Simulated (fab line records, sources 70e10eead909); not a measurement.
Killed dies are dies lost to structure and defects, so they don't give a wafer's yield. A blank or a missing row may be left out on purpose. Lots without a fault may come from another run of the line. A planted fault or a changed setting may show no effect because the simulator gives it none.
fab line records | flow nand_harc
record lots=23 wafers=69 last_day=34
route steps=1302 shown A_STAIRCASE@811 A_SGD_CUT@904
lots that met no fault: from a run of the same line without faults
start_h: hours from the record's first day to the start of the lot's first wafer shown | wait_h: hours since the lot's step before | " the same as in the row above | L1.1+2: a row that stands for several wafers | - no value, or no start given | * or withheld: withheld | < > ~ a bound
route shown NAME@n: a module of which the file shows steps, and the number in the route of the first | usual: mean/standard deviation of fault-free wafers | same: alike in all rows | chamber/n: place in a boat | sites: the reading at each site | _std_site: their standard deviation | _edge_site: outer sites' mean less inner sites' | radius_mm: how far each site lies from the wafer's centre | mask NAME#n: copy n | behind: the tool/chamber that last shaped the wafer | hold: why the lot was held/for how many hours/how that ended | device: the transistor (n, p or np) that didn't switch | end of line: the same wafers' tests at the end of the route | a step without rows: its recipe alone | killed: dies lost to structure and defects at the first sort, not the wafer's yield | map: a wafer's dies, x killed, . not, _ none there
set.NAME: the setting as run; set.NAME@STEP: as run at that earlier step | model.NAME: the simulator's own value behind a step, which no gauge read
steps of the route over a sample of lots; a table a step, a row a wafer
services: from which hour (start_h, from the record's first day; less than 0 if before it) a tool's chamber was out of use, for how many hours, and why
## steps
# step NHARC_A_STAIRCASE_ETCH_452
# recipe target_depth_a=300 overetch_a=30 time_s=16.5 ion_energy_ev=100 cf4_flow_sccm=80 o2_flow_sccm=20 ar_flow_sccm=0 rf_w=300 bias_w=100 chemistry=CF4/O2
# usual drypump_motor_current_A=5.8/0.5 oes_product_au=1.003/0.013 rf_vpp_V=197.9/1.5 showerhead_plenum_p_Torr=1.34/0.059 throttle_valve_pct=13.396/0.0097
# columns lot.wafer tool chamber start_h wait_h drypump_motor_current_A oes_product_au rf_hours_counter_h rf_vpp_V showerhead_plenum_p_Torr throttle_valve_pct
L074.2 rie_diel-12 2 - - 5.6 1.005 34 198.4 1.36 13.389
L074.4 " 0 " " 6.0 0.999 36 198.8 1.42 13.381
L074.5 " 3 " " 5.1 1.005 - 197.1 1.27 13.394
L075.3 rie_diel-05 1 - - 5.2 1.019 51 196.8 1.28 13.407
L075.2 " 3 " " 5.2 0.991 48 196.7 1.28 13.410
L075.6 " 2 " " 6.7 1.003 - 197.0 1.32 13.422
L076.3 rie_diel-05 0 - - 5.4 0.986 55 198.7 1.36 13.400
L076.1 " 2 " " 6.6 0.991 58 195.3 1.32 13.410
L076.2 " 3 " " 5.3 0.980 52 198.9 1.28 13.381
L078.4 rie_diel-09 1 - - 6.2 1.008 30 199.8 1.41 13.409
L078.2 " 2 " " 6.1 0.974 31 199.4 1.43 13.386
L078.6 " 2 " " 6.1 0.989 - 200.4 1.43 13.403
L077.1 rie_diel-09 2 - - 6.1 0.986 33 198.8 1.43 13.391
L077.4 " 3 " " 5.8 1.015 28 197.7 1.35 13.407
L077.5 " 1 " " 6.2 1.021 - 198.6 1.41 13.401
L079.1 rie_diel-09 1 - - 6.2 1.009 38 198.7 1.41 13.391
L079.4 " 2 " " 6.1 0.993 38 197.9 1.42 13.396
L079.2 " 3 " " 5.8 1.006 36 199.1 1.34 13.410
L080.2 rie_diel-09 2 - - 6.1 0.980 39 199.7 1.42 13.400
L080.1 " 0 " " 6.0 1.011 37 196.8 1.27 13.388
L080.6 " 2 " " 6.1 0.989 - 200.2 1.42 13.386
L081.4 rie_diel-05 1 - - 5.2 0.988 15 195.7 1.27 13.398
L081.3 " 2 " " 6.7 1.008 9 197.9 1.31 13.392
L081.1 " 3 " " 5.3 0.987 14 196.0 1.28 13.384
L082.4 rie_diel-05 1 - - 5.3 0.983 17 195.9 1.27 13.404
L082.6 " 1 " " 5.3 0.987 - 197.0 1.27 13.393
L082.5 " 2 " " 6.7 1.005 - 198.0 1.31 13.405
L085.3 rie_diel-12 3 - - 5.1 1.018 10 196.1 1.26 13.393
L085.4 " 3 " " 5.1 1.008 - 196.4 1.26 13.381
L085.5 " 2 " " 5.6 0.984 - 198.7 1.36 13.392
L084.2 rie_diel-09 3 - - 5.8 0.996 57 197.7 1.34 13.389
L084.6 " 1 " " 6.2 1.016 - 199.4 1.41 13.392
L084.5 " 2 " " 6.1 0.973 - 199.9 1.42 13.380
L086.1 rie_diel-09 0 - - 6.0 1.015 0 196.4 1.26 13.397
L086.3 " 1 " " 6.2 0.987 0 200.4 1.41 13.391
L086.6 " 3 " " 5.8 0.989 - 196.7 1.34 13.404
L087.3 rie_diel-05 0 - - 5.4 1.001 42 198.3 1.35 13.400
L087.1 " 3 " " 5.2 0.989 38 194.4 1.27 13.415
L087.5 " 3 " " 5.2 0.985 - 196.8 1.27 13.401
L089.3 rie_diel-05 2 - - 6.7 1.023 33 196.5 1.31 13.396
L089.2 " 3 " " 5.2 0.984 39 196.2 1.27 13.401
L089.4 " 2 " " 6.7 1.023 - 196.3 1.31 13.402
L088.3 rie_diel-05 2 - - 6.6 1.014 34 197.1 1.31 13.385
L088.1 " 3 " " 5.3 0.985 39 197.8 1.27 13.392
L088.4 " 0 " " 5.4 1.004 - 198.3 1.35 13.403
L090.2 rie_diel-09 1 - - 6.2 0.983 21 197.1 1.40 13.376
L090.1 " 0 " " 6.0 1.016 18 197.1 1.26 13.385
L090.6 " 2 " " 6.1 0.989 - 199.0 1.42 13.387
L091.4 rie_diel-05 2 - - 6.7 1.020 38 197.6 1.31 13.406
L091.2 " 3 " " 5.2 0.997 44 198.0 1.27 13.394
L091.5 " 0 " " 5.4 1.001 - 197.9 1.35 13.369
L092.4 rie_diel-12 2 - - 5.6 1.008 31 197.5 1.35 13.403
L092.1 " 3 " " 5.1 1.010 33 197.3 1.26 13.419
L092.2 " 1 " " 5.2 1.009 31 199.8 1.43 13.387
L093.4 rie_diel-05 2 - - 6.7 1.022 45 196.6 1.31 13.393
L093.3 " 3 " " 5.3 1.016 48 196.5 1.27 13.394
L093.5 " 1 " " 5.3 0.994 - 197.5 1.27 13.411
L094.4 rie_diel-09 3 - - 5.8 0.998 24 196.0 1.33 13.386
L094.3 " 0 " " 6.0 1.024 26 196.8 1.26 13.401
L094.1 " 1 " " 6.2 0.993 28 199.9 1.40 13.390
L096.2 rie_diel-12 1 - - 5.1 1.016 38 200.5 1.42 13.403
L096.1 " 0 " " 6.1 1.006 33 199.8 1.40 13.388
L096.5 " 1 " " 5.2 1.017 - 199.5 1.42 13.394
L095.4 rie_diel-12 2 - - 5.6 1.009 42 198.3 1.35 13.404
L095.6 " 1 " " 5.1 1.009 - 200.3 1.42 13.392
L095.5 " 2 " " 5.6 1.004 - 198.3 1.35 13.410
L097.4 rie_diel-12 2 - - 5.6 1.010 47 198.2 1.35 13.391
L097.2 " 0 " " 6.1 0.999 40 199.6 1.40 13.391
L097.6 " 3 " " 5.1 1.001 - 195.8 1.26 13.399
# step NHARC_A_STAIRCASE_STRIP_295
# recipe o2_flow_sccm=500 ar_flow_sccm=0 bias_w=0 chemistry=O2
# usual drypump_motor_current_A=5.8/0.5 oes_product_au=1.002/0.013 rf_vpp_V=57.9/1 showerhead_plenum_p_Torr=3.54/0.15 throttle_valve_pct=17.036/0.0099
# columns lot.wafer tool chamber start_h wait_h drypump_motor_current_A oes_product_au rf_hours_counter_h rf_vpp_V showerhead_plenum_p_Torr throttle_valve_pct
L074.2 rie_diel-12 3 - - 5.1 1.005 27 56.8 3.36 17.034
L074.4 " 1 " " 5.2 1.012 37 58.5 3.79 17.049
L074.5 " 3 " " 5.1 0.994 - 56.2 3.36 17.044
L075.2 rie_diel-05 2 - - 6.7 0.989 55 56.6 3.48 17.027
L075.3 " 0 " " 5.4 0.998 51 59.4 3.59 17.024
L075.6 " 1 " " 5.3 1.019 - 57.8 3.38 17.031
L076.3 rie_diel-05 2 - - 6.7 0.996 59 57.3 3.48 17.028
L076.2 " 3 " " 5.3 0.984 53 57.7 3.39 17.049
L076.1 " 0 " " 5.4 0.989 56 58.6 3.58 17.025
L078.2 rie_diel-09 1 - - 6.2 1.011 31 58.7 3.73 17.028
L078.4 " 3 " " 5.8 1.005 27 57.1 3.56 17.039
L078.6 " 2 " " 6.1 0.985 - 58.8 3.76 17.014
L077.1 rie_diel-09 0 - - 6.0 1.006 29 58.6 3.37 17.046
L077.4 " 1 " " 6.2 1.012 33 58.4 3.72 17.026
L077.5 " 0 " " 6.0 1.003 - 57.7 3.37 17.035
L079.1 rie_diel-09 1 - - 6.2 1.019 39 60.1 3.72 17.028
L079.4 " 3 " " 5.8 1.010 36 55.3 3.55 17.043
L079.2 " 0 " " 6.0 1.016 37 56.8 3.37 17.021
L080.2 rie_diel-09 0 - - 6.0 1.011 38 57.5 3.36 17.032
L080.1 " 3 " " 5.8 1.005 37 57.7 3.55 17.056
L080.6 " 1 " " 6.2 1.008 - 58.6 3.72 17.044
L081.4 rie_diel-05 2 - - 6.7 1.014 10 58.6 3.48 17.026
L081.1 " 0 " " 5.4 1.014 15 57.2 3.57 17.041
L081.3 " 1 " " 5.3 0.990 16 57.1 3.37 17.036
L082.4 rie_diel-05 2 - - 6.7 1.011 12 57.6 3.47 17.031
L082.5 " 2 " " 6.7 1.010 - 57.3 3.47 17.024
L082.6 " 3 " " 5.3 0.978 - 56.7 3.38 17.047
L085.4 rie_diel-12 0 - - 6.1 1.005 10 57.4 3.71 17.021
L085.3 " 1 " " 5.1 1.015 10 57.7 3.77 17.038
L085.5 " 1 " " 5.2 1.027 - 58.7 3.77 17.057
L084.2 rie_diel-09 3 - - 5.8 1.002 58 57.0 3.54 17.049
L084.5 " 3 " " 5.8 1.001 - 57.9 3.54 17.039
L084.6 " 0 " " 6.0 1.031 - 58.3 3.35 17.035
L086.3 rie_diel-09 3 - - 5.8 0.990 1 58.2 3.54 17.034
L086.1 " 2 " " 6.1 0.989 1 58.2 3.74 17.044
L086.6 " 3 " " 5.8 0.986 - 58.1 3.54 17.050
L087.3 rie_diel-05 0 - - 5.4 1.018 43 56.9 3.56 17.045
L087.1 " 2 " " 6.7 1.024 33 58.3 3.46 17.025
L087.5 " 0 " " 5.4 1.013 - 58.5 3.56 17.042
L089.2 rie_diel-05 3 - - 5.3 0.973 39 56.5 3.37 17.049
L089.3 " 0 " " 5.4 0.999 44 57.5 3.56 17.033
L089.4 " 2 " " 6.7 1.003 - 58.5 3.46 17.037
L088.1 rie_diel-05 1 - - 5.3 0.981 42 59.4 3.36 17.026
L088.3 " 2 " " 6.7 1.014 34 56.5 3.46 17.025
L088.4 " 3 " " 5.3 0.991 40 55.4 3.37 17.033
L090.1 rie_diel-09 3 - - 5.8 0.981 17 57.9 3.53 17.020
L090.2 " 1 " " 6.2 0.986 22 59.3 3.69 17.043
L090.6 " 3 " " 5.8 0.984 - 57.3 3.53 17.029
L091.4 rie_diel-05 0 - - 5.4 1.010 49 57.3 3.56 17.042
L091.2 " 1 " " 5.2 0.978 46 56.6 3.36 17.034
L091.5 " 2 " " 6.7 1.025 - 57.9 3.46 17.038
L092.4 rie_diel-12 2 - - 5.7 1.008 31 57.0 3.57 17.052
L092.2 " 3 " " 5.1 1.008 33 58.2 3.33 17.027
L092.1 " 0 " " 6.1 1.004 26 59.7 3.70 17.019
L093.4 rie_diel-05 3 - - 5.3 1.008 49 57.4 3.36 17.031
L093.3 " 1 " " 5.3 0.999 53 58.1 3.35 17.036
L093.5 " 3 " " 5.3 1.008 - 57.5 3.36 17.041
L094.1 rie_diel-09 1 - - 6.3 0.993 29 57.2 3.69 17.024
L094.3 " 3 " " 5.8 0.994 24 58.3 3.53 17.047
L094.4 " 0 " " 6.0 1.002 27 58.1 3.34 17.033
L096.2 rie_diel-12 3 - - 5.1 1.007 44 57.1 3.33 17.010
L096.1 " 1 " " 5.2 0.999 39 58.5 3.75 17.051
L096.5 " 0 " " 6.1 1.001 - 58.8 3.70 17.038
L095.4 rie_diel-12 1 - - 5.1 1.011 39 59.5 3.75 17.055
L095.6 " 1 " " 5.1 1.017 - 57.8 3.75 17.054
L095.5 " 2 " " 5.7 1.015 - 57.9 3.57 17.043
L097.4 rie_diel-12 1 - - 5.2 1.016 46 57.1 3.75 17.042
L097.2 " 2 " " 5.6 1.019 48 59.6 3.56 17.048
L097.6 " 1 " " 5.2 1.017 - 56.3 3.75 17.036
# step NHARC_A_STAIRCASE_DEP_301
# recipe target_thk_a=300 target_thk_nm=30 temp_c=400 pressure_torr=3.5 flow_sccm=200 rf_w=350 material=SiON
# usual heater_power_outer_w=483/71 heater_power_w=784/86 susceptor_temp_C=399.96/0.24
# columns lot.wafer tool chamber start_h wait_h heater_power_outer_w heater_power_w susceptor_temp_C
L075.2 pecvd-02 2 387.51 1.3 378 702 399.89
L075.3 " 0 " " 516 781 399.79
L075.6 " 1 " " 553 787 400.47
L074.2 pecvd-04 1 387.52 1.3 474 771 399.97
L074.4 " 2 " " 471 773 399.92
L074.5 " 1 " " 477 791 400.02
L076.1 pecvd-02 2 406.13 1.6 429 738 400.35
L076.2 " 0 " " 507 794 400.04
L076.3 " 1 " " 592 862 399.77
L078.2 pecvd-03 0 412.23 1.3 513 874 399.92
L078.6 " 0 " " 528 836 400.29
L078.4 " 1 " " 374 616 399.69
L077.1 pecvd-03 0 419.04 1.6 544 839 399.77
L077.5 " 2 " " 475 849 399.83
L077.4 " 1 " " 392 635 400.06
L079.2 pecvd-02 0 435.77 1.3 407 672 400.17
L079.1 " 1 " " 571 843 399.82
L079.4 " 0 " " 403 654 399.74
L080.1 pecvd-03 0 445.90 1.6 544 889 400.23
L080.2 " 1 " " 421 682 399.89
L080.6 " 2 " " 463 824 399.79
L081.3 pecvd-03 2 459.30 0.9 401 725 399.96
L081.1 " 0 " " 451 759 399.87
L081.4 " 0 " " 445 770 400.17
L082.5 pecvd-03 0 462.79 0.4 472 829 399.98
L082.4 " 1 " " 414 663 400.31
L082.6 " 2 " " 469 832 400.29
L085.3 pecvd-04 1 489.12 0.9 494 811 400.37
L085.4 " 1 " " 508 814 400.12
L085.5 " 2 " " 491 820 399.85
L084.2 pecvd-04 0 489.56 1.3 601 929 400.37
L084.6 " 0 " " 592 931 399.99
L084.5 " 2 " " 490 805 400.09
L086.3 pecvd-04 1 511.30 0.9 495 803 400.46
L086.1 " 2 " " 484 810 399.60
L086.6 " 0 " " 601 927 399.85
L087.3 pecvd-02 2 534.05 1.0 450 763 399.80
L087.1 " 1 " " 573 823 399.83
L087.5 " 0 " " 470 766 399.79
L089.2 pecvd-03 1 535.90 1.3 401 640 400.19
L089.3 " 2 " " 449 792 400.09
L089.4 " 2 " " 458 812 400.05
L088.1 pecvd-02 0 537.75 1.6 439 711 400.00
L088.3 " 2 " " 378 698 400.00
L088.4 " 2 " " 383 698 399.90
L090.1 pecvd-04 0 549.12 1.6 649 971 399.92
L090.2 " 1 " " 455 738 400.08
L090.6 " 1 " " 467 761 399.76
L091.2 pecvd-02 1 557.77 1.3 588 846 399.56
L091.5 " 2 " " 387 690 399.76
L091.4 " 1 " " 598 831 399.65
L092.2 pecvd-03 0 569.50 1.3 489 821 400.03
L092.1 " 1 " " 416 638 399.86
L092.4 " 2 " " 493 869 400.32
L093.3 pecvd-02 2 572.82 1.0 419 721 399.98
L093.4 " 0 " " 482 781 400.20
L093.5 " 1 " " 597 869 399.63
L094.1 pecvd-04 2 576.61 1.6 478 781 399.76
L094.3 " 0 " " 635 1020 399.70
L094.4 " 0 " " 651 999 400.23
L096.2 pecvd-03 0 599.07 1.3 444 773 399.82
L096.1 " 1 " " 400 642 400.35
L096.5 " 0 " " 455 755 399.92
L095.4 pecvd-03 1 603.38 0.7 375 619 399.54
L095.5 " 2 " " 444 791 399.38
L095.6 " 0 " " 484 812 400.03
L097.2 pecvd-02 0 624.01 1.3 455 738 399.86
L097.4 " 2 " " 426 739 400.38
L097.6 " 1 " " 573 764 399.75
# step NHARC_A_STAIRCASE_DEP_322
# recipe target_thk_a=72000 temp_c=400 target_thk_nm=7200 teos_flow_sccm=200 rf_w=500 material=SiO2
# usual heater_power_outer_w=401/73 heater_power_w=683/92 susceptor_temp_C=400.01/0.21
# columns lot.wafer tool chamber start_h wait_h heater_power_outer_w heater_power_w susceptor_temp_C
L074.2 pecvd-03 2 420.06 0.1 384 734 399.94
L074.5 " 2 " " 332 631 399.94
L074.4 " 1 " " 289 489 399.88
L075.3 pecvd-04 1 420.06 0.1 448 756 400.07
L075.2 " 2 " " 441 740 399.98
L075.6 " 2 " " 408 689 399.74
L076.1 pecvd-03 2 431.50 0.1 356 679 399.92
L076.2 " 0 " " 485 783 400.41
L076.3 " 0 " " 386 678 399.85
L077.1 pecvd-03 0 440.03 0.1 394 693 400.33
L077.4 " 2 " " 332 633 399.81
L077.5 " 2 " " 319 639 399.88
L078.2 pecvd-02 0 440.13 0.2 453 731 400.09
L078.4 " 0 " " 363 612 399.47
L078.6 " 1 " " 459 665 399.89
L079.2 pecvd-03 2 459.89 0.1 408 711 400.11
L079.1 " 0 " " 425 733 400.04
L079.4 " 0 " " 372 666 400.03
L080.2 pecvd-03 0 470.07 0.1 485 790 400.10
L080.1 " 2 " " 352 700 399.95
L080.6 " 1 " " 297 489 400.03
L081.1 pecvd-04 1 485.68 0.2 443 736 400.58
L081.3 " 2 " " 395 658 400.01
L081.4 " 1 " " 336 607 400.41
L082.6 pecvd-03 2 485.87 0.3 316 634 399.80
L082.4 " 0 " " 380 668 400.21
L082.5 " 1 " " 288 495 400.18
L085.3 pecvd-04 0 512.88 0.1 489 783 400.21
L085.4 " 0 " " 476 778 399.92
L085.5 " 1 " " 347 598 400.05
L084.2 pecvd-02 2 513.00 0.3 311 610 400.22
L084.6 " 0 " " 363 602 400.15
L084.5 " 1 " " 444 675 399.87
L086.3 pecvd-03 0 536.79 0.1 479 792 400.09
L086.1 " 2 " " 418 769 399.73
L086.6 " 0 " " 384 681 400.08
L089.2 pecvd-03 0 560.20 0.1 482 842 400.28
L089.3 " 2 " " 461 811 400.01
L089.4 " 2 " " 334 663 400.18
L088.3 pecvd-02 0 560.29 0.2 407 665 400.32
L088.1 " 1 " " 492 693 400.02
L088.4 " 1 " " 464 688 399.96
L087.1 pecvd-04 2 560.30 0.2 411 672 399.86
L087.3 " 0 " " 545 853 399.98
L087.5 " 1 " " 344 619 400.03
L090.1 pecvd-04 2 572.55 0.2 424 706 399.68
L090.2 " 0 " " 625 957 400.23
L090.6 " 1 " " 342 611 400.22
L091.2 pecvd-02 2 582.77 0.1 416 742 399.80
L091.5 " 2 " " 301 595 399.70
L091.4 " 0 " " 356 622 399.87
L092.1 pecvd-03 2 595.85 0.1 347 691 399.93
L092.2 " 1 " " 383 619 400.39
L092.4 " 1 " " 303 491 400.06
L093.3 pecvd-04 0 596.04 0.3 612 939 400.29
L093.5 " 2 " " 367 647 399.77
L093.4 " 0 " " 470 768 400.28
L094.1 pecvd-04 0 604.42 0.2 562 869 399.91
L094.3 " 1 " " 344 629 399.98
L094.4 " 0 " " 485 772 399.89
L096.1 pecvd-02 0 627.45 0.2 370 626 399.80
L096.2 " 2 " " 397 686 399.97
L096.5 " 1 " " 458 664 399.78
L095.5 pecvd-03 2 627.71 0.4 342 662 399.65
L095.6 " 0 " " 395 697 400.06
L095.4 " 1 " " 293 496 400.10
L097.2 pecvd-03 0 650.33 0.5 462 804 400.11
L097.4 " 0 " " 393 703 400.00
L097.6 " 1 " " 294 512 399.71
# step NHARC_A_STAIRCASE_DEP_471
# recipe target_thk_a=1000 temp_c=400 pressure_torr=6.5 rf_w=900 teos_flow_sccm=161.4 flow_sccm=2650 target_thk_nm=100 gas=O2 material=SiO2
# usual heater_power_outer_w=343/80 heater_power_w=589/83 susceptor_temp_C=400.05/0.19 throttle_valve_pct=15.8/0.48
# columns lot.wafer tool chamber start_h wait_h heater_power_outer_w heater_power_w susceptor_temp_C throttle_valve_pct
L075.3 pecvd-04 0 445.92 - 367 612 399.69 16.8
L075.2 " 1 " " 276 517 399.95 16.3
L075.6 " 0 " " 375 641 399.77 16.0
L074.2 pecvd-02 1 446.99 - 437 673 399.68 15.6
L074.5 " 1 " " 440 654 400.08 15.3
L074.4 " 0 " " 356 606 399.98 16.4
L076.3 pecvd-02 0 458.30 - 362 637 400.08 16.4
L076.2 " 1 " " 436 615 400.07 15.3
L076.1 " 2 " " 307 595 400.21 15.1
L078.2 pecvd-03 0 464.61 - 348 632 400.27 15.7
L078.4 " 0 " " 351 625 399.96 15.9
L078.6 " 1 " " 270 469 400.05 16.0
L077.1 pecvd-02 1 464.77 - 428 637 400.27 15.4
L077.5 " 0 " " 351 606 399.78 16.5
L077.4 " 2 " " 296 571 400.20 15.3
L079.1 pecvd-04 2 482.10 - 377 648 400.07 16.0
L079.2 " 0 " " 496 782 400.20 16.5
L079.4 " 0 " " 494 796 400.04 16.2
L080.2 pecvd-02 0 493.98 - 285 516 399.79 16.4
L080.1 " 2 " " 258 541 399.84 15.4
L080.6 " 0 " " 284 515 399.80 16.6
L081.1 pecvd-03 0 512.06 - 278 535 399.80 15.8
L081.3 " 2 " " 283 581 400.22 15.9
L081.4 " 0 " " 286 552 400.04 15.4
L082.6 pecvd-02 1 512.54 - 398 597 400.09 15.4
L082.5 " 2 " " 198 459 399.85 15.4
L082.4 " 0 " " 331 569 400.11 16.6
L084.2 pecvd-02 2 535.70 - 269 548 399.79 15.3
L084.6 " 0 " " 308 534 400.10 16.4
L084.5 " 2 " " 284 577 400.26 15.8
L085.3 pecvd-02 1 538.94 - 402 584 400.41 15.6
L085.5 " 2 " " 274 548 399.97 15.3
L085.4 " 0 " " 361 605 399.82 16.5
L086.3 pecvd-02 1 559.39 - 480 697 400.32 15.6
L086.1 " 2 " " 304 594 399.73 15.3
L086.6 " 2 " " 304 592 400.01 15.1
L087.3 pecvd-04 2 582.56 - 306 544 400.56 16.0
L087.1 " 0 " " 478 775 399.74 16.3
L087.5 " 1 " " 243 489 400.03 15.8
L088.1 pecvd-04 2 583.64 - 387 634 399.90 16.0
L088.3 " 0 " " 385 637 400.18 16.5
L088.4 " 0 " " 400 680 400.12 16.5
L089.3 pecvd-02 0 583.97 - 300 542 400.14 16.6
L089.2 " 1 " " 431 639 399.76 15.6
L089.4 " 0 " " 308 535 400.11 16.6
L090.1 pecvd-03 1 595.36 - 211 376 399.87 14.9
L090.2 " 2 " " 355 679 400.10 15.9
L090.6 " 2 " " 344 670 399.99 15.8
L091.2 pecvd-02 2 611.35 - 275 519 399.59 15.5
L091.5 " 0 " " 360 598 400.20 16.6
L091.4 " 1 " " 461 689 399.90 15.2
L094.3 pecvd-02 2 625.55 - 197 425 399.98 15.5
L094.1 " 0 " " 286 501 400.13 16.4
L094.4 " 1 " " 491 697 400.05 15.6
L093.3 pecvd-04 0 625.77 - 519 803 400.14 16.1
L093.5 " 1 " " 325 579 400.14 15.8
L093.4 " 2 " " 315 555 399.92 16.0
L092.1 pecvd-02 2 626.56 - 212 447 400.19 15.5
L092.2 " 0 " " 340 563 400.35 16.7
L092.4 " 0 " " 335 588 400.19 16.7
L095.4 pecvd-02 1 652.46 - 477 677 399.87 15.5
L095.5 " 2 " " 274 524 400.09 15.6
L095.6 " 0 " " 364 605 400.44 16.7
L096.2 pecvd-04 2 652.63 - 317 572 400.14 15.9
L096.1 " 0 " " 434 693 400.22 16.2
L096.5 " 1 " " 257 489 400.14 15.4
L097.2 pecvd-02 0 678.25 - 380 628 399.57 16.5
L097.4 " 2 " " 187 407 399.99 15.8
L097.6 " 1 " " 382 539 400.49 15.6
# step NHARC_A_SGD_CUT_DESCUM_14
# recipe time_s=3 o2_flow_sccm=200 ar_flow_sccm=0 bias_power_w=0 chemistry=O2
# usual drypump_motor_current_A=5.8/0.44 oes_product_au=0.998/0.011 rf_vpp_V=57.8/0.94 showerhead_plenum_p_Torr=1.90/0.086 throttle_valve_pct=11.311/0.0091
# columns lot.wafer tool chamber start_h wait_h drypump_motor_current_A oes_product_au rf_hours_counter_h rf_vpp_V showerhead_plenum_p_Torr throttle_valve_pct
L075.3 rie_diel-08 1 447.49 0.1 6.1 0.982 3 55.5 1.78 11.308
L075.2 " 0 " " 6.0 1.013 1 56.7 1.79 11.320
L075.6 " 2 " " 5.4 0.999 - 58.2 1.92 11.316
L074.4 rie_diel-06 0 448.46 0.1 5.9 0.996 11 56.6 1.94 11.301
L074.2 " 1 " " 5.7 0.996 10 58.4 2.00 11.306
L074.5 " 1 " " 5.7 1.001 - 56.7 2.00 11.307
L076.1 rie_diel-06 3 459.90 0.1 5.9 1.007 14 58.1 1.88 11.311
L076.3 " 1 " " 5.7 1.002 12 59.4 2.00 11.325
L076.2 " 2 " " 6.7 0.990 14 57.2 1.82 11.312
L078.2 rie_diel-06 1 466.06 0.1 5.7 1.003 12 58.9 2.00 11.309
L078.4 " 3 " " 5.9 0.997 15 57.7 1.88 11.327
L078.6 " 1 " " 5.7 0.991 - 59.2 2.00 11.320
L077.1 rie_diel-08 0 466.34 0.1 6.0 1.008 3 56.2 1.79 11.319
L077.5 " 1 " " 6.1 1.002 - 56.9 1.78 11.310
L077.4 " 2 " " 5.4 1.000 - 57.1 1.92 11.311
L079.2 rie_diel-03 2 483.67 0.1 5.2 0.978 1 56.4 2.03 11.300
L079.4 " 3 " " 5.4 1.002 1 57.6 1.98 11.309
L079.1 " 0 " " 5.9 1.026 1 58.0 1.99 11.335
L080.1 rie_diel-06 2 495.57 0.1 6.7 0.992 0 58.8 1.82 11.320
L080.2 " 3 " " 5.9 1.006 0 57.1 1.88 11.286
L080.6 " 2 " " 6.7 1.007 - 58.2 1.82 11.298
L081.4 rie_diel-08 2 513.68 0.1 5.4 0.988 6 57.9 1.92 11.310
L081.3 " 3 " " 5.9 0.987 6 58.0 1.79 11.312
L081.1 " 1 " " 6.1 0.984 7 57.7 1.78 11.320
L082.4 rie_diel-03 2 514.14 0.1 5.2 0.971 4 59.9 2.03 11.330
L082.5 " 2 " " 5.2 0.966 - 57.9 2.03 11.305
L082.6 " 3 " " 5.4 1.007 - 57.9 1.98 11.301
L084.2 rie_diel-06 0 537.10 0.1 5.9 0.992 4 58.7 1.94 11.318
L084.5 " 0 " " 5.9 0.988 - 58.2 1.94 11.310
L084.6 " 1 " " 5.7 1.005 - 57.9 1.99 11.318
L085.4 rie_diel-06 1 544.33 0.1 5.7 1.008 5 58.4 1.99 11.309
L085.3 " 2 " " 6.7 0.997 5 56.4 1.82 11.314
L085.5 " 1 " " 5.7 1.001 - 59.5 1.99 11.315
L086.1 rie_diel-03 3 560.83 0.1 5.4 0.991 7 56.6 1.98 11.314
L086.3 " 0 " " 5.9 1.016 7 58.0 1.99 11.310
L086.6 " 2 " " 5.1 0.988 - 58.2 2.03 11.312
L087.1 rie_diel-06 0 584.03 0.1 5.9 0.982 8 59.2 1.94 11.298
L087.3 " 2 " " 6.7 0.999 8 57.3 1.82 11.321
L087.5 " 2 " " 6.7 1.005 - 57.6 1.82 11.314
L088.1 rie_diel-08 0 585.24 0.1 6.0 1.006 1 56.7 1.78 11.314
L088.3 " 1 " " 6.1 1.011 - 58.4 1.78 11.311
L088.4 " 0 " " 6.0 1.013 - 58.1 1.78 11.318
L089.2 rie_diel-03 2 585.56 0.1 5.1 0.977 9 59.1 2.03 11.307
L089.4 " 3 " " 5.4 0.992 9 57.4 1.98 11.297
L089.3 " 0 " " 5.9 1.024 8 57.5 1.99 11.314
L090.1 rie_diel-08 1 596.89 0.1 6.1 1.018 2 55.6 1.78 11.314
L090.2 " 2 " " 5.4 0.990 1 56.2 1.92 11.323
L090.6 " 0 " " 6.0 0.993 - 56.6 1.78 11.305
L091.2 rie_diel-03 2 612.88 0.1 5.2 0.999 11 58.6 2.03 11.302
L091.4 " 3 " " 5.4 0.991 11 59.1 1.98 11.299
L091.5 " 3 " " 5.4 0.999 - 57.2 1.98 11.317
L094.4 rie_diel-03 3 627.12 0.1 5.5 1.001 12 58.2 1.98 11.327
L094.1 " 0 " " 6.0 1.007 11 58.0 1.99 11.290
L094.3 " 1 " " 5.0 1.012 12 58.0 1.86 11.326
L093.3 rie_diel-06 0 627.32 0.1 5.9 0.989 14 57.7 1.94 11.309
L093.4 " 2 " " 6.7 1.005 13 58.7 1.82 11.307
L093.5 " 1 " " 5.7 0.997 - 58.7 1.99 11.303
L092.2 rie_diel-08 1 628.31 0.1 6.1 1.004 3 55.2 1.78 11.320
L092.4 " 2 " " 5.4 0.998 2 57.9 1.92 11.307
L092.1 " 3 " " 5.9 1.004 2 57.0 1.79 11.290
L095.4 rie_diel-08 0 653.85 0.1 6.0 0.992 5 58.5 1.78 11.315
L095.6 " 2 " " 5.4 0.985 - 57.7 1.92 11.301
L095.5 " 3 " " 5.9 0.989 - 57.1 1.79 11.321
L096.1 rie_diel-06 2 654.19 0.1 6.7 1.006 15 57.8 1.81 11.315
L096.2 " 0 " " 5.9 0.987 16 57.8 1.94 11.302
L096.5 " 3 " " 5.9 0.979 - 57.7 1.88 11.309
L097.4 rie_diel-03 0 679.81 0.1 5.9 1.003 2 56.7 1.99 11.308
L097.2 " 3 " " 5.5 0.999 2 58.1 1.98 11.314
L097.6 " 1 " " 5.0 0.992 - 57.5 1.86 11.300
## services
# columns tool chamber start_h hours kind
pecvd-03 - 366.00 13.0 pm
rie_diel-09 3 369.41 2.4 repair
pecvd-04 0 394.08 12.4 repair
rie_diel-05 - 406.60 9.0 pm
pecvd-02 - 408.69 13.0 pm
pecvd-04 - 409.51 1.6 repair
pecvd-03 - 412.51 0.6 repair
pecvd-02 1 421.80 10.9 repair
pecvd-03 1 429.60 10.7 repair
rie_diel-09 2 436.62 4.4 repair
pecvd-04 - 450.12 13.0 pm
rie_diel-09 - 497.12 9.0 pm
rie_diel-05 1 526.54 6.4 repair
pecvd-04 - 538.78 0.7 repair
rie_diel-05 - 541.85 0.6 repair
rie_diel-05 - 544.38 0.7 repair
pecvd-03 - 547.00 13.0 pm
rie_diel-05 - 583.60 9.0 pm
pecvd-02 - 589.69 13.0 pm
rie_diel-05 0 598.63 27.0 repair
pecvd-04 - 627.08 1.0 repair
pecvd-04 - 631.12 13.0 pm
rie_diel-05 2 644.10 1.8 repair
pecvd-03 1 659.59 5.5 repair
## key
fault none
